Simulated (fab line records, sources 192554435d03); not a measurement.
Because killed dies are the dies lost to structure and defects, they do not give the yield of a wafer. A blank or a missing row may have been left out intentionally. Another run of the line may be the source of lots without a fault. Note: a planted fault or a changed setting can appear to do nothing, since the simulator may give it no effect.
Matching of chambers    flow n5 finfet    N5_FIN_SAQP_PECVD_47 on pecvd-02 has 3 sister chambers
The step deposits a-Si from SiH4/He, target thk 45 nm, time 36.3 s. 6 wafers are shown with their chamber, then 7 later ones without.

== WAFERS, EACH WITH ITS CHAMBER ==
wafer   chamber  showerhead plenum p Torr (Torr)  throttle valve pct (%)
L086.2  0        5.72                             18.3
L088.2  1        5.64                             17.8
L088.4  2        5.71                             17.7
L088.5  1        5.64                             17.5
L089.1  0        5.73                             18.8
L089.5  2        5.71                             18.1

== WAFERS WITH NO CHAMBER GIVEN ==
wafer   showerhead plenum p Torr (Torr)  throttle valve pct (%)
L089.6  5.72                             18.7
L093.1  5.70                             18.2
L093.4  5.64                             18.1
L093.6  5.71                             18.7
L096.1  5.73                             18.6
L096.4  5.70                             18.1
L096.5  5.71                             18.9

== CHAMBER TAKEN BY EACH ==
wafer   from the rows above      in truth
L089.6  0                        0
L093.1  2                        2
L093.4  1                        1
L093.6  can't be placed: 2 or 0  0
L096.1  0                        0
L096.4  2                        2
L096.5  can't be placed: 2 or 0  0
Correct placement for 5 of the 7. These rows do not allow placing 2 (true chamber among the candidates in 2). 0 placed wrongly.
How it was worked out, from the rows above alone: a wafer's distance from a chamber is the root of the sum, over the readings, of the square of ((its reading less the chamber's mean) divided by the reading's scatter). If the next closest chamber is less than 2 further off than the closest, the wafer can't be placed; otherwise it belongs to the closest. For every chamber, the mean is computed from those of its wafers that are shown. The scatter is the square root of a quotient: the sum, over the shown wafers, of each reading's squared deviation from its chamber's mean, divided by wafers minus chambers.
